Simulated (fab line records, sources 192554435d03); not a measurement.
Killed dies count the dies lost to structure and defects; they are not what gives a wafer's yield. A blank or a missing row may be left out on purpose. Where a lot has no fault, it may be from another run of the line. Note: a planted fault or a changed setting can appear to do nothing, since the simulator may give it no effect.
Which tool was responsible? + flow n5_finfet + 12 lots, 36 wafers sampled, at 1 step of a route of 1938

WHAT EACH GAUGE READ, for each wafer
N5_BEOL_M0_RS_MEAS_126: the measuring method here is four-point-probe.
| lot  | measured     | on            | M0_RS (ohm/sq)    |
|------|--------------|---------------|-------------------|
| L075 | day 6 06:56  | film_metro-02 | 0.538 0.543 0.538 |
| L077 | day 6 17:21  | film_metro-02 | 0.538 0.532 0.517 |
| L079 | day 7 11:10  | film_metro-01 | 0.529 0.498 0.504 |
| L081 | day 8 00:36  | film_metro-02 | 0.518 0.542 0.524 |
| L083 | day 8 16:13  | film_metro-01 | 0.536 0.530 0.517 |
| L085 | day 9 09:10  | film_metro-01 | 0.583 0.549 0.546 |
| L087 | day 9 14:09  | film_metro-02 | 0.518 0.543 0.531 |
| L089 | day 9 19:39  | film_metro-02 | 0.549 0.539 0.523 |
| L092 | day 10 08:11 | film_metro-02 | 0.543 0.530 0.531 |
| L093 | day 10 16:35 | film_metro-01 | 0.511 0.521 0.508 |
| L095 | day 11 06:40 | film_metro-02 | 0.541 0.529 0.533 |
| L097 | day 11 19:48 | film_metro-02 | 0.525 0.517 0.505 |

WHICH TOOL RAN EACH LOT (tool, then ch and the chambers of the sampled wafers, then the start)
There is no process step in the record ahead of these readings.

THE ANSWER, worked out from the rows above alone
Rule: the usual values come from the lots themselves. The widest of any qualifying gaps counts: lots, ordered by their means at a reading, are off when they make up no more than a third of the lots, leave a main group of 4 or more, and stand apart from it by 3 or more times the standard deviation of that group's means. A main group is skipped when, at the precision printed for the reading in the tables above, its means are all equal. Also off: a lot with no number at a reading for which 4 or more lots have one. Any other lot the step has rows for is counted as sound.
Across all readings shown, no lot is off: no conclusion can be drawn from this.

WHAT THE SIMULATOR HAD INSERTED
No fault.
